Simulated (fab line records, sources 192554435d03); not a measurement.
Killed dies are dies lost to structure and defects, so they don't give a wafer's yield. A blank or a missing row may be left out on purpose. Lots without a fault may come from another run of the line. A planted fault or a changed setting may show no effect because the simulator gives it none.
fab line records | flow n5_finfet
record lots=24 wafers=72 last_day=20
route steps=1938 shown BEOL_M12@1658 BEOL_M13@1670 BEOL_M14@1717
lots that met no fault: from a run of the same line without faults
start_h: hours from the record's first day to the start of the lot's first wafer shown | wait_h: hours since the lot's step before | " the same as in the row above | L1.1+2: a row that stands for several wafers | - no value, or no start given | * or withheld: withheld | < > ~ a bound
route shown NAME@n: a module of which the file shows steps, and the number in the route of the first | usual: mean/standard deviation of fault-free wafers | same: alike in all rows | chamber/n: place in a boat | sites: the reading at each site | _std_site: their standard deviation | _edge_site: outer sites' mean less inner sites' | radius_mm: how far each site lies from the wafer's centre | mask NAME#n: copy n | behind: the tool/chamber that last shaped the wafer | hold: why the lot was held/for how many hours/how that ended | device: the transistor (n, p or np) that didn't switch | end of line: the same wafers' tests at the end of the route | a step without rows: its recipe alone | killed: dies lost to structure and defects at the first sort, not the wafer's yield | map: a wafer's dies, x killed, . not, _ none there
set.NAME: the setting as run; set.NAME@STEP: as run at that earlier step | model.NAME: the simulator's own value behind a step, which no gauge read
steps of the route over a sample of lots; a table a step, a row a wafer
services: from which hour (start_h, from the record's first day; less than 0 if before it) a tool's chamber was out of use, for how many hours, and why
## steps
# step N5_BEOL_M12_INSPECT_55
# recipe inspect_instrument=darkfield mode=post_dep
# usual raw_defect_count=65/20
# columns lot.wafer tool chamber start_h wait_h raw_defect_count
L074.1 defect_inspect-01 - 262.24 0.0 66
L074.3 " - " " 72
L074.5 " - " " 83
L079.1 defect_inspect-01 - 269.37 0.0 42
L079.3 " - " " 65
L079.5 " - " " 88
L076.1 defect_inspect-02 - 269.76 0.0 62
L076.2 " - " " 49
L076.4 " - " " 44
L077.2 defect_inspect-02 - 270.48 0.0 65
L077.5 " - " " 115
L077.6 " - " " 86
L075.2 defect_inspect-01 - 276.76 0.0 70
L075.3 " - " " 75
L075.6 " - " " 93
L078.1 defect_inspect-01 - 284.70 0.0 62
L078.4 " - " " 65
L078.6 " - " " 42
L080.1 defect_inspect-01 - 294.43 0.0 59
L080.3 " - " " 43
L080.5 " - " " 62
L081.2 defect_inspect-02 - 297.26 0.0 63
L081.5 " - " " 71
L081.6 " - " " 73
L082.2 defect_inspect-02 - 321.59 0.0 50
L082.3 " - " " 43
L082.5 " - " " 34
L085.2 defect_inspect-02 - 321.92 0.0 111
L085.3 " - " " 101
L085.4 " - " " 57
L084.2 defect_inspect-01 - 355.91 0.0 73
L084.4 " - " " 78
L084.5 " - " " 58
L086.2 defect_inspect-02 - 356.37 0.0 54
L086.3 " - " " 91
L086.4 " - " " 53
L089.2 defect_inspect-02 - 366.15 0.0 87
L089.3 " - " " 56
L089.5 " - " " 48
L083.3 defect_inspect-01 - 368.58 0.0 62
L083.4 " - " " 77
L083.5 " - " " 42
L088.1 defect_inspect-02 - 375.53 0.0 75
L088.2 " - " " 52
L088.4 " - " " 47
L087.1 defect_inspect-02 - 377.40 0.0 54
L087.4 " - " " 30
L087.6 " - " " 41
L090.2 defect_inspect-02 - 381.85 0.0 49
L090.3 " - " " 72
L090.6 " - " " 71
L093.3 defect_inspect-01 - 399.28 0.0 96
L093.4 " - " " 57
L093.5 " - " " 85
L092.1 defect_inspect-01 - 404.84 0.0 87
L092.2 " - " " 114
L092.6 " - " " 80
L091.1 defect_inspect-02 - 409.37 0.0 72
L091.3 " - " " 54
L091.6 " - " " 91
L094.1 defect_inspect-01 - 409.92 0.0 56
L094.2 " - " " 46
L094.3 " - " " 58
L097.1 defect_inspect-02 - 418.22 0.0 88
L097.2 " - " " 81
L097.5 " - " " 60
L095.4 defect_inspect-02 - 421.27 0.0 29
L095.5 " - " " 47
L095.6 " - " " 45
L096.2 defect_inspect-02 - 437.07 0.0 37
L096.3 " - " " 52
L096.6 " - " " 55
# step N5_BEOL_M13_OVL_MEAS_11
# recipe points_per_wafer=44
# usual V12_OVL=-2/6.7
# columns lot.wafer tool chamber start_h wait_h V12_OVL[nm]
L074.1 overlay-01 0 262.76 0.0 -3
L074.3 " 0 " " 2
L074.5 " 0 " " 1
L079.1 overlay-01 0 269.90 0.0 0
L079.3 " 0 " " -7
L079.5 " 0 " " -3
L076.1 overlay-01 0 270.41 0.0 -9
L076.2 " 0 " " -6
L076.4 " 0 " " -3
L077.2 overlay-02 0 271.13 0.0 9
L077.5 " 0 " " 3
L077.6 " 0 " " 12
L075.2 overlay-02 0 277.28 0.0 -4
L075.3 " 0 " " 9
L075.6 " 0 " " -3
L078.1 overlay-02 0 285.28 0.0 -3
L078.4 " 0 " " -7
L078.6 " 0 " " -5
L080.1 overlay-02 0 294.95 0.0 -8
L080.3 " 0 " " -18
L080.5 " 0 " " -12
L081.2 overlay-01 0 297.78 0.0 -9
L081.5 " 0 " " -6
L081.6 " 0 " " -7
L082.2 overlay-01 0 322.30 0.0 -11
L082.3 " 0 " " -4
L082.5 " 0 " " -9
L085.2 overlay-02 0 322.44 0.0 1
L085.3 " 0 " " 4
L085.4 " 0 " " 1
L084.2 overlay-01 0 356.56 0.0 1
L084.4 " 0 " " 5
L084.5 " 0 " " -6
L086.2 overlay-02 0 356.89 0.0 -3
L086.3 " 0 " " -6
L086.4 " 0 " " -2
L089.2 overlay-02 0 366.67 0.0 -2
L089.3 " 0 " " 0
L089.5 " 0 " " 3
L083.3 overlay-02 0 369.10 0.0 -11
L083.4 " 0 " " -8
L083.5 " 0 " " -13
L088.1 overlay-02 0 376.06 0.0 4
L088.2 " 0 " " 0
L088.4 " 0 " " 3
L087.1 overlay-01 0 378.05 0.0 -1
L087.4 " 0 " " 2
L087.6 " 0 " " 6
L090.2 overlay-02 0 382.50 0.0 -11
L090.3 " 0 " " -14
L090.6 " 0 " " -15
L093.3 overlay-02 0 399.81 0.0 1
L093.4 " 0 " " -12
L093.5 " 0 " " 1
L092.1 overlay-02 0 405.49 0.0 -5
L092.2 " 0 " " 2
L092.6 " 0 " " 1
L091.1 overlay-01 0 410.02 0.0 4
L091.3 " 0 " " 7
L091.6 " 0 " " -4
L094.1 overlay-02 0 410.63 0.0 -10
L094.2 " 0 " " 2
L094.3 " 0 " " -7
L097.1 overlay-02 0 418.87 0.0 -2
L097.2 " 0 " " 11
L097.5 " 0 " " 2
L095.4 overlay-02 0 421.79 0.0 -1
L095.5 " 0 " " -5
L095.6 " 0 " " 8
L096.2 overlay-01 0 437.72 0.0 0
L096.3 " 0 " " 0
L096.6 " 0 " " -2
# step N5_BEOL_M14_THK_MEAS_01
# recipe reads=SiO2_of_BEOL_M14_ILD_DEP_00
# usual M14_ILD_THK=1117/15
# columns lot.wafer tool chamber start_h wait_h M14_ILD_THK[nm]
L074.1 film_metro-01 - 268.11 0.1 1107
L074.3 " - " " 1098
L074.5 " - " " 1098
L076.1 film_metro-01 - 275.51 0.1 1102
L076.2 " - " " 1107
L076.4 " - " " 1115
L077.2 film_metro-01 - 275.85 0.1 1102
L077.5 " - " " 1125
L077.6 " - " " 1114
L079.1 film_metro-01 - 276.38 0.1 1106
L079.3 " - " " 1101
L079.5 " - " " 1121
L075.2 film_metro-01 - 281.82 0.1 1099
L075.3 " - " " 1106
L075.6 " - " " 1120
L078.1 film_metro-01 - 291.90 0.2 1119
L078.4 " - " " 1137
L078.6 " - " " 1128
L080.1 film_metro-01 - 300.65 0.1 1102
L080.3 " - " " 1121
L080.5 " - " " 1135
L081.2 film_metro-02 - 301.39 0.1 1097
L081.5 " - " " 1114
L081.6 " - " " 1121
L082.2 film_metro-02 - 327.87 0.1 1107
L082.3 " - " " 1112
L082.5 " - " " 1130
L085.2 film_metro-02 - 328.14 0.1 1119
L085.3 " - " " 1117
L085.4 " - " " 1139
L086.2 film_metro-02 - 363.76 0.1 1114
L086.3 " - " " 1114
L086.4 " - " " 1130
L084.2 film_metro-02 - 367.82 0.1 1115
L084.4 " - " " 1132
L084.5 " - " " 1123
L089.2 film_metro-01 - 371.34 0.1 1128
L089.3 " - " " 1137
L089.5 " - " " 1156
L083.3 film_metro-01 - 377.92 0.1 1112
L083.4 " - " " 1133
L083.5 " - " " 1125
L088.1 film_metro-01 - 380.86 0.1 1111
L088.2 " - " " 1109
L088.4 " - " " 1127
L087.1 film_metro-01 - 387.20 0.1 1104
L087.4 " - " " 1109
L087.6 " - " " 1127
L090.2 film_metro-02 - 389.44 0.1 1120
L090.3 " - " " 1116
L090.6 " - " " 1129
L093.3 film_metro-02 - 404.54 0.1 1103
L093.4 " - " " 1132
L093.5 " - " " 1142
L092.1 film_metro-01 - 410.38 0.1 1124
L092.2 " - " " 1125
L092.6 " - " " 1161
L091.1 film_metro-01 - 415.35 0.1 1102
L091.3 " - " " 1081
L091.6 " - " " 1118
L094.1 film_metro-02 - 415.59 0.1 1102
L094.2 " - " " 1080
L094.3 " - " " 1074
L097.1 film_metro-02 - 423.62 0.1 1113
L097.2 " - " " 1116
L097.5 " - " " 1146
L095.4 film_metro-02 - 426.04 0.0 1101
L095.5 " - " " 1094
L095.6 " - " " 1116
L096.2 film_metro-01 - 443.70 0.1 1114
L096.3 " - " " 1106
L096.6 " - " " 1135
# step N5_BEOL_M14_DESCUM_15
# recipe chemistry=O2 time_s=7.9 source_power_w=50 bias_power_w=20 pressure_mtorr=20 rf_frequency_hz=2.712e+07 temp_c=40 o2_flow_sccm=225
# usual drypump_motor_current_A=5.9/0.48 oes_product_au=0.78/0.07 rf_fwd_power_W=49.41/0.28 rf_vpp_V=243.1/1.2 showerhead_plenum_p_Torr=2.09/0.058 throttle_valve_pct=20.51/0.22
# same time_s=7.9
# columns lot.wafer tool chamber start_h wait_h drypump_motor_current_A oes_product_au rf_fwd_power_W rf_hours_counter_h rf_vpp_V showerhead_plenum_p_Torr throttle_valve_pct
L074.1 rie_diel-05 3 268.63 0.0 5.9 0.78 49.44 121 242.4 2.02 20.66
L074.3 " 1 " " 6.6 0.76 49.54 167 242.7 2.09 20.32
L074.5 " 1 " " 6.6 0.75 49.43 - 244.2 2.09 20.33
L076.1 rie_diel-05 2 275.91 0.0 6.0 0.70 49.65 227 244.4 2.16 20.80
L076.2 " 0 " " 5.7 0.78 48.98 106 244.5 2.20 20.58
L076.4 " 3 " " 6.0 0.77 49.84 123 240.6 2.01 20.65
L077.2 rie_diel-05 2 276.41 0.1 6.0 0.71 49.85 228 243.5 2.16 20.80
L077.5 " 3 " " 6.0 0.78 49.57 - 241.2 2.01 20.66
L077.6 " 0 " " 5.7 0.79 49.09 - 244.1 2.20 20.57
L079.1 rie_diel-05 0 277.04 0.2 5.7 0.79 49.07 106 244.5 2.20 20.55
L079.3 " 3 " " 6.0 0.78 49.48 124 241.4 2.01 20.68
L079.5 " 2 " " 6.0 0.70 49.70 - 243.2 2.16 20.82
L075.2 rie_diel-01 2 282.21 0.0 5.0 0.92 49.48 21 244.1 2.14 20.07
L075.3 " 1 " " 5.6 0.73 49.40 208 242.4 2.08 20.73
L075.6 " 3 " " 5.2 0.73 49.23 - 243.0 2.08 20.79
L078.1 rie_diel-05 1 292.42 0.0 6.6 0.74 49.25 175 242.5 2.09 20.35
L078.4 " 2 " " 6.0 0.69 49.79 233 245.2 2.15 20.83
L078.6 " 3 " " 6.0 0.77 49.35 - 242.2 2.01 20.66
L080.1 rie_diel-04 0 301.05 0.0 6.2 0.87 49.48 34 244.0 2.13 20.24
L080.3 " 2 " " 5.5 0.68 50.13 222 241.6 2.06 20.75
L080.5 " 2 " " 5.5 0.67 49.78 - 243.3 2.06 20.76
L081.2 rie_diel-01 3 301.78 0.0 5.2 0.72 49.21 173 243.3 2.08 20.78
L081.5 " 1 " " 5.6 0.72 49.82 - 244.0 2.08 20.77
L081.6 " 0 " " 6.5 0.81 49.33 - 242.6 2.03 20.39
L082.2 rie_diel-05 2 328.39 0.0 6.0 0.69 49.83 242 244.7 2.15 20.82
L082.3 " 1 " " 6.6 0.74 49.84 186 243.1 2.08 20.36
L082.5 " 0 " " 5.7 0.77 49.06 - 245.4 2.19 20.60
L085.2 rie_diel-04 0 328.66 0.0 6.2 0.85 49.38 43 243.3 2.13 20.25
L085.3 " 2 " " 5.6 0.68 49.48 229 244.1 2.06 20.76
L085.4 " 1 " " 6.2 0.87 49.08 40 242.5 2.03 20.23
L086.2 rie_diel-04 2 364.28 0.0 5.5 0.67 49.56 238 241.9 2.06 20.77
L086.3 " 3 " " 5.5 0.82 49.32 80 245.0 2.11 20.34
L086.4 " 1 " " 6.2 0.86 48.88 49 242.6 2.03 20.23
L084.2 rie_diel-05 1 368.22 0.0 6.6 0.73 49.40 202 243.1 2.08 20.39
L084.4 " 1 " " 6.6 0.73 49.71 - 242.6 2.08 20.39
L084.5 " 3 " " 6.0 0.75 49.15 - 241.7 2.00 20.69
L089.2 rie_diel-05 3 371.76 0.1 6.0 0.75 49.63 158 242.9 2.00 20.70
L089.3 " 0 " " 5.7 0.75 48.84 136 244.3 2.19 20.62
L089.5 " 1 " " 6.6 0.72 49.63 - 243.1 2.08 20.37
L083.3 rie_diel-01 3 378.49 0.1 5.2 0.69 49.13 200 243.1 2.07 20.83
L083.4 " 2 " " 5.0 0.87 49.36 53 243.1 2.13 20.11
L083.5 " 1 " " 5.6 0.70 49.75 - 241.3 2.07 20.79
L088.1 rie_diel-01 3 381.26 0.0 5.2 0.70 49.10 201 241.7 2.07 20.84
L088.2 " 0 " " 6.5 0.78 49.45 125 243.7 2.02 20.43
L088.4 " 2 " " 5.0 0.87 49.24 54 242.3 2.13 20.11
L087.1 rie_diel-01 0 387.64 0.1 6.5 0.78 49.67 128 243.0 2.02 20.44
L087.4 " 1 " " 5.6 0.71 49.53 243 241.9 2.07 20.80
L087.6 " 3 " " 5.2 0.70 49.39 - 243.2 2.07 20.85
L090.2 rie_diel-04 1 390.01 0.1 6.2 0.85 48.78 56 241.8 2.03 20.22
L090.3 " 0 " " 6.2 0.83 49.83 60 245.4 2.12 20.27
L090.6 " 3 " " 5.5 0.82 49.53 - 241.9 2.11 20.35
L093.3 rie_diel-05 2 405.05 0.0 6.1 0.96 49.55 11 244.9 2.14 20.54
L093.4 " 1 " " 6.7 0.71 49.74 214 241.6 2.07 20.39
L093.5 " 2 " " 6.1 0.96 49.36 - 244.1 2.15 20.56
L092.1 rie_diel-04 0 410.78 0.0 6.2 0.80 49.71 67 244.2 2.12 20.30
L092.2 " 1 " " 6.2 0.83 49.07 63 242.8 2.02 20.25
L092.6 " 3 " " 5.5 0.81 49.27 - 242.8 2.10 20.36
L091.1 rie_diel-01 3 415.74 0.0 5.2 0.69 49.42 213 241.1 2.07 20.84
L091.3 " 2 " " 5.0 0.85 49.33 67 244.2 2.12 20.14
L091.6 " 0 " " 6.5 0.77 49.37 - 243.1 2.01 20.46
L094.1 rie_diel-04 0 416.91 0.8 6.2 0.81 49.30 71 243.0 2.12 20.29
L094.2 " 3 " " 5.5 0.81 49.21 100 244.0 2.10 20.36
L094.3 " 1 " " 6.2 0.84 48.75 67 242.7 2.02 20.25
L097.1 rie_diel-05 1 424.44 0.3 6.6 0.71 49.79 219 241.4 2.07 20.40
L097.2 " 0 " " 5.7 0.74 49.12 152 245.2 2.18 20.63
L097.5 " 0 " " 5.7 0.74 49.19 - 244.6 2.18 20.63
L095.4 rie_diel-05 1 426.43 0.0 6.6 0.72 49.40 220 243.6 2.07 20.39
L095.5 " 1 " " 6.6 0.72 49.39 - 243.2 2.07 20.41
L095.6 " 2 " " 6.0 0.95 49.76 - 243.8 2.14 20.56
L096.2 rie_diel-05 1 444.10 0.0 6.6 0.71 49.73 226 243.6 2.07 20.42
L096.3 " 0 " " 5.7 0.74 49.39 156 244.4 2.18 20.64
L096.6 " 1 " " 6.6 0.72 49.57 - 243.5 2.07 20.41
# step N5_BEOL_M14_VIA_ETCH_16
# recipe chemistry=C4F8/O2/Ar target=SiO2 he_inner_torr=15 he_outer_torr=30 target_depth_a=12313 time_s=withheld ion_energy_ev=800 pressure_mtorr=20 source_w=1905 bias_w=2040 Ar_flow_sccm=400 C4F8_flow_sccm=16 O2_flow_sccm=12 ends=cleared
# usual drypump_motor_current_A=5.9/0.48 he_inner_torr=14.998/0.028 oes_product_au=0.70/0.062 rf_fwd_power_W=1900/5.8 rf_vpp_V=2223/19 showerhead_plenum_p_Torr=3.44/0.087 throttle_valve_pct=30.97/0.2
# columns lot.wafer tool chamber start_h wait_h drypump_motor_current_A he_inner_torr oes_product_au rf_fwd_power_W rf_vpp_V showerhead_plenum_p_Torr throttle_valve_pct
L074.1 rie_diel-05 3 268.72 0.0 6.0 14.987 0.71 1898 2211 3.32 31.11
L074.3 " 1 " " 6.6 14.979 0.68 1900 2205 3.43 30.76
L074.5 " 1 " " 6.6 14.984 0.68 1900 2204 3.43 30.74
L076.1 rie_diel-05 2 276.00 0.0 6.1 15.026 0.64 1900 2225 3.52 31.11
L076.2 " 0 " " 5.7 14.977 0.71 1891 2239 3.60 31.09
L076.4 " 3 " " 6.0 14.952 0.70 1902 2209 3.32 31.11
L077.2 rie_diel-05 2 276.50 0.0 6.1 14.976 0.64 1896 2226 3.52 31.11
L077.5 " 3 " " 6.0 14.993 0.71 1906 2209 3.32 31.12
L077.6 " 0 " " 5.7 14.988 0.71 1892 2240 3.60 31.08
L079.1 rie_diel-05 0 277.13 0.0 5.7 15.016 0.71 1897 2242 3.60 31.08
L079.3 " 3 " " 6.0 14.963 0.72 1891 2211 3.32 31.13
L079.5 " 2 " " 6.0 15.026 0.64 1900 2226 3.52 31.11
L075.2 rie_diel-01 2 282.30 0.0 5.0 15.032 0.83 1906 2266 3.51 30.55
L075.3 " 1 " " 5.7 14.976 0.66 1909 2211 3.41 31.11
L075.6 " 3 " " 5.2 14.992 0.66 1904 2195 3.43 31.23
L078.1 rie_diel-05 1 292.51 0.0 6.6 14.993 0.68 1900 2205 3.43 30.76
L078.4 " 2 " " 6.1 15.041 0.63 1912 2226 3.52 31.10
L078.6 " 3 " " 6.0 14.992 0.71 1893 2210 3.32 31.13
L080.1 rie_diel-04 0 301.14 0.0 6.2 15.036 0.78 1905 2249 3.50 30.72
L080.3 " 2 " " 5.6 14.975 0.61 1905 2214 3.41 31.28
L080.5 " 2 " " 5.6 15.014 0.61 1902 2212 3.41 31.29
L081.2 rie_diel-01 3 301.87 0.0 5.2 14.967 0.65 1900 2194 3.42 31.23
L081.5 " 1 " " 5.7 14.968 0.65 1911 2209 3.41 31.11
L081.6 " 0 " " 6.5 15.006 0.73 1905 2234 3.35 30.92
L082.2 rie_diel-05 2 328.48 0.0 6.1 15.032 0.62 1905 2226 3.52 31.10
L082.3 " 1 " " 6.6 15.042 0.67 1909 2203 3.42 30.76
L082.5 " 0 " " 5.7 15.014 0.70 1894 2241 3.59 31.10
L085.2 rie_diel-04 0 328.75 0.0 6.2 14.975 0.77 1896 2247 3.49 30.74
L085.3 " 2 " " 5.6 15.019 0.60 1905 2213 3.41 31.30
L085.4 " 1 " " 6.2 15.037 0.79 1894 2227 3.36 30.73
L086.2 rie_diel-04 2 364.37 0.0 5.5 14.992 0.60 1903 2212 3.40 31.30
L086.3 " 3 " " 5.5 15.004 0.75 1905 2234 3.49 30.95
L086.4 " 1 " " 6.2 14.999 0.79 1906 2226 3.35 30.77
L084.2 rie_diel-05 1 368.35 0.1 6.6 15.030 0.65 1903 2202 3.41 30.77
L084.4 " 1 " " 6.6 15.032 0.65 1904 2202 3.41 30.76
L084.5 " 3 " " 6.0 14.969 0.68 1897 2208 3.31 31.13
L089.2 rie_diel-05 3 371.85 0.0 6.0 14.946 0.69 1894 2209 3.30 31.15
L089.3 " 0 " " 5.7 15.005 0.68 1896 2238 3.59 31.10
L089.5 " 1 " " 6.6 15.015 0.65 1903 2200 3.41 30.81
L083.3 rie_diel-01 3 378.58 0.0 5.2 15.047 0.64 1896 2193 3.41 31.26
L083.4 " 2 " " 5.0 14.976 0.78 1909 2263 3.49 30.56
L083.5 " 1 " " 5.7 15.040 0.64 1897 2209 3.39 31.13
L088.1 rie_diel-01 3 381.35 0.0 5.2 15.000 0.64 1900 2192 3.41 31.25
L088.2 " 0 " " 6.5 15.031 0.70 1895 2234 3.33 30.94
L088.4 " 2 " " 4.9 15.025 0.78 1901 2265 3.49 30.56
L087.1 rie_diel-01 0 387.73 0.0 6.5 15.001 0.70 1904 2235 3.33 30.93
L087.4 " 1 " " 5.6 14.992 0.63 1905 2208 3.39 31.13
L087.6 " 3 " " 5.2 15.001 0.63 1895 2193 3.41 31.26
L090.2 rie_diel-04 1 390.09 0.0 6.2 14.983 0.76 1889 2226 3.35 30.74
L090.3 " 0 " " 6.2 14.993 0.75 1911 2248 3.48 30.73
L090.6 " 3 " " 5.5 14.960 0.73 1906 2233 3.48 30.96
L093.3 rie_diel-05 2 405.14 0.0 6.1 14.957 0.86 1904 2224 3.51 31.04
L093.4 " 1 " " 6.6 14.965 0.65 1901 2201 3.41 30.80
L093.5 " 2 " " 6.1 14.991 0.87 1912 2225 3.51 31.02
L092.1 rie_diel-04 0 410.86 0.0 6.2 14.970 0.73 1900 2247 3.48 30.75
L092.2 " 1 " " 6.2 15.014 0.75 1893 2224 3.34 30.76
L092.6 " 3 " " 5.5 14.956 0.73 1896 2232 3.48 30.96
L091.1 rie_diel-01 3 415.83 0.0 5.2 14.928 0.62 1891 2193 3.40 31.25
L091.3 " 2 " " 5.0 14.986 0.76 1902 2265 3.49 30.59
L091.6 " 0 " " 6.5 15.026 0.68 1904 2234 3.33 30.94
L094.1 rie_diel-04 0 417.00 0.0 6.2 14.951 0.73 1900 2246 3.48 30.74
L094.2 " 3 " " 5.5 14.986 0.73 1894 2234 3.48 30.97
L094.3 " 1 " " 6.2 15.031 0.76 1892 2227 3.34 30.75
L097.1 rie_diel-05 1 424.52 0.0 6.6 14.996 0.65 1902 2202 3.40 30.81
L097.2 " 0 " " 5.7 14.982 0.67 1898 2237 3.58 31.12
L097.5 " 0 " " 5.7 15.014 0.67 1897 2239 3.58 31.10
L095.4 rie_diel-05 1 426.52 0.0 6.6 15.021 0.65 1899 2200 3.40 30.82
L095.5 " 1 " " 6.6 15.029 0.65 1899 2202 3.40 30.81
L095.6 " 2 " " 6.1 14.998 0.85 1903 2224 3.50 31.03
L096.2 rie_diel-05 1 444.18 0.0 6.6 15.003 0.64 1898 2200 3.40 30.81
L096.3 " 0 " " 5.7 15.006 0.67 1899 2238 3.57 31.13
L096.6 " 1 " " 6.6 15.030 0.64 1898 2200 3.40 30.82
# step N5_BEOL_M14_ETCH_68
# recipe chemistry=N2/H2 target=SOC mask_material=SiARC source_w=3000 bias_w=350 temp_c=40 time_s=450 ion_energy_ev=200 pressure_mtorr=30 n2_flow_sccm=200 h2_flow_sccm=200
# usual drypump_motor_current_A=5.8/0.48 oes_product_au=0.80/0.077 rf_fwd_power_W=2996/9.4 rf_vpp_V=523.8/2 showerhead_plenum_p_Torr=2.54/0.063 throttle_valve_pct=17.81/0.26
# same time_s=450
# columns lot.wafer tool chamber start_h wait_h drypump_motor_current_A oes_product_au rf_fwd_power_W rf_hours_counter_h rf_vpp_V showerhead_plenum_p_Torr throttle_valve_pct
L074.1 rie_diel-04 1 269.79 0.1 6.2 0.92 2984 19 522.2 2.49 17.51
L074.3 " 3 " " 5.5 0.88 2996 51 524.2 2.59 17.72
L074.5 " 0 " " 6.2 0.90 2991 - 525.7 2.60 17.53
L076.1 rie_diel-01 0 277.09 0.1 6.5 0.81 2996 90 520.7 2.47 17.74
L076.2 " 1 " " 5.6 0.73 3017 206 522.8 2.52 18.06
L076.4 " 2 " " 5.0 0.93 3002 19 526.0 2.59 17.29
L077.2 rie_diel-04 0 277.44 0.1 6.2 0.88 2983 25 524.8 2.60 17.55
L077.5 " 3 " " 5.5 0.86 3004 - 524.4 2.59 17.75
L077.6 " 2 " " 5.5 0.68 2991 - 521.8 2.51 18.16
L079.1 rie_diel-04 1 278.49 0.1 6.2 0.91 2972 22 523.2 2.49 17.55
L079.3 " 0 " " 6.2 0.88 2996 26 526.0 2.60 17.53
L079.5 " 3 " " 5.5 0.86 2983 - 526.2 2.59 17.77
L075.2 rie_diel-01 3 283.45 0.1 5.2 0.73 3008 167 523.7 2.55 18.15
L075.3 " 2 " " 5.0 0.92 2994 22 525.5 2.59 17.28
L075.6 " 2 " " 5.0 0.92 2992 - 524.5 2.59 17.29
L078.1 rie_diel-04 0 293.45 0.1 6.2 0.87 2976 30 525.5 2.59 17.53
L078.4 " 0 " " 6.2 0.87 2989 - 524.5 2.59 17.56
L078.6 " 1 " " 6.2 0.89 2993 - 521.8 2.48 17.53
L080.1 rie_diel-04 2 302.08 0.1 5.5 0.67 2996 223 522.9 2.51 18.16
L080.3 " 1 " " 6.3 0.90 3001 31 521.8 2.48 17.56
L080.5 " 3 " " 5.5 0.85 2991 - 525.0 2.59 17.76
L081.2 rie_diel-05 3 303.04 0.1 6.0 0.78 3001 132 520.5 2.44 17.94
L081.5 " 3 " " 6.0 0.77 2991 - 520.9 2.44 17.95
L081.6 " 2 " " 6.1 0.70 2994 - 526.6 2.61 18.12
L082.2 rie_diel-04 0 329.42 0.1 6.2 0.84 2983 43 525.1 2.59 17.57
L082.3 " 1 " " 6.2 0.87 2994 40 522.7 2.48 17.57
L082.5 " 2 " " 5.6 0.68 3001 - 523.5 2.51 18.17
L085.2 rie_diel-01 3 329.82 0.1 5.2 0.71 2986 183 523.3 2.54 18.19
L085.3 " 1 " " 5.7 0.72 2995 223 525.1 2.51 18.10
L085.4 " 0 " " 6.5 0.80 2993 106 522.1 2.46 17.77
L086.2 rie_diel-01 0 365.47 0.1 6.5 0.79 3003 118 522.5 2.46 17.79
L086.3 " 1 " " 5.6 0.72 2994 234 523.1 2.51 18.12
L086.4 " 3 " " 5.2 0.71 2991 195 524.3 2.53 18.19
L084.2 rie_diel-05 3 369.44 0.1 6.0 0.75 3007 156 520.9 2.43 17.98
L084.4 " 3 " " 5.9 0.74 3001 - 521.0 2.43 17.98
L084.5 " 1 " " 6.6 0.72 2977 - 522.3 2.53 17.83
L089.2 rie_diel-05 0 373.35 0.1 5.7 0.76 2991 137 526.7 2.66 18.02
L089.3 " 3 " " 6.0 0.75 3003 159 519.2 2.43 17.99
L089.5 " 3 " " 6.0 0.75 2986 - 520.4 2.43 17.99
L083.3 rie_diel-05 0 379.53 0.1 5.7 0.77 2998 138 528.7 2.66 18.03
L083.4 " 3 " " 6.0 0.74 2994 161 520.7 2.43 18.00
L083.5 " 2 " " 6.1 1.00 3004 - 527.8 2.61 17.74
L088.1 rie_diel-04 3 382.42 0.1 5.5 0.81 2995 85 525.0 2.58 17.82
L088.2 " 0 " " 6.2 0.82 2998 57 524.5 2.58 17.57
L088.4 " 1 " " 6.2 0.85 2982 54 521.6 2.47 17.58
L087.1 rie_diel-05 3 388.80 0.1 6.0 0.74 2991 164 519.5 2.42 17.99
L087.4 " 2 " " 6.1 0.97 3006 5 526.8 2.61 17.75
L087.6 " 0 " " 5.7 0.75 2992 - 526.5 2.66 18.02
L090.2 rie_diel-01 2 391.04 0.1 5.0 0.86 3013 58 525.6 2.57 17.36
L090.3 " 1 " " 5.7 0.70 2980 245 521.3 2.50 18.10
L090.6 " 3 " " 5.2 0.69 2992 - 524.5 2.53 18.21
L093.3 rie_diel-05 3 406.08 0.1 6.0 0.74 2992 171 521.2 2.42 18.02
L093.4 " 1 " " 6.6 0.72 3005 214 522.4 2.52 17.86
L093.5 " 0 " " 5.7 0.75 2981 - 526.6 2.66 18.04
L092.1 rie_diel-01 3 411.93 0.1 5.2 0.70 2993 212 521.9 2.53 18.24
L092.2 " 0 " " 6.5 0.77 2992 136 521.0 2.45 17.83
L092.6 " 2 " " 5.0 0.85 2975 - 527.6 2.57 17.38
L091.1 rie_diel-01 0 417.98 0.1 6.5 0.77 2991 139 522.0 2.45 17.84
L091.3 " 2 " " 5.0 0.85 3017 68 526.9 2.57 17.39
L091.6 " 0 " " 6.5 0.77 2989 - 522.5 2.45 17.83
L094.1 rie_diel-04 0 419.86 0.1 6.2 0.80 2996 73 525.2 2.58 17.62
L094.2 " 3 " " 5.5 0.80 3002 102 524.5 2.57 17.83
L094.3 " 1 " " 6.2 0.82 2990 69 522.1 2.47 17.61
L097.1 rie_diel-04 3 425.47 0.1 5.5 0.80 2981 106 523.8 2.57 17.84
L097.2 " 1 " " 6.2 0.83 2996 73 522.7 2.46 17.62
L097.5 " 0 " " 6.2 0.81 2998 - 524.5 2.57 17.63
L095.4 rie_diel-04 3 427.59 0.1 5.5 0.79 3002 - 523.7 2.57 17.86
L095.5 " 0 " " 6.2 0.80 3002 - 525.1 2.57 17.61
L095.6 " 1 " " 6.2 0.82 2982 - 522.2 2.46 17.61
L096.2 rie_diel-04 3 445.28 0.1 5.5 0.80 3002 112 524.5 2.56 17.85
L096.3 " 1 " " 6.3 0.82 2993 80 522.6 2.46 17.63
L096.6 " 3 " " 5.5 0.81 3000 - 524.4 2.56 17.85
## services
# columns tool chamber start_h hours kind
rie_diel-04 2 287.32 7.5 repair
rie_diel-04 2 308.08 5.8 repair
rie_diel-05 2 313.06 5.9 repair
rie_diel-04 2 326.28 1.8 repair
rie_diel-05 2 352.26 - clean
rie_diel-05 2 352.26 - consumable_replace:focus_ring
rie_diel-05 2 352.26 21.1 scheduled_down
rie_diel-05 2 352.26 21.1 vent_cycle
rie_diel-04 2 401.84 - clean
rie_diel-04 2 401.84 - consumable_replace:focus_ring
rie_diel-04 2 401.84 26.5 scheduled_down
rie_diel-04 2 401.84 26.5 vent_cycle
rie_diel-01 1 406.85 - clean
rie_diel-01 1 406.85 - consumable_replace:focus_ring
rie_diel-05 - 414.47 4.0 pm
rie_diel-05 - 418.47 2.8 pm
rie_diel-05 0 428.66 5.9 repair
rie_diel-04 - 430.76 2.8 pm
## key
fault none
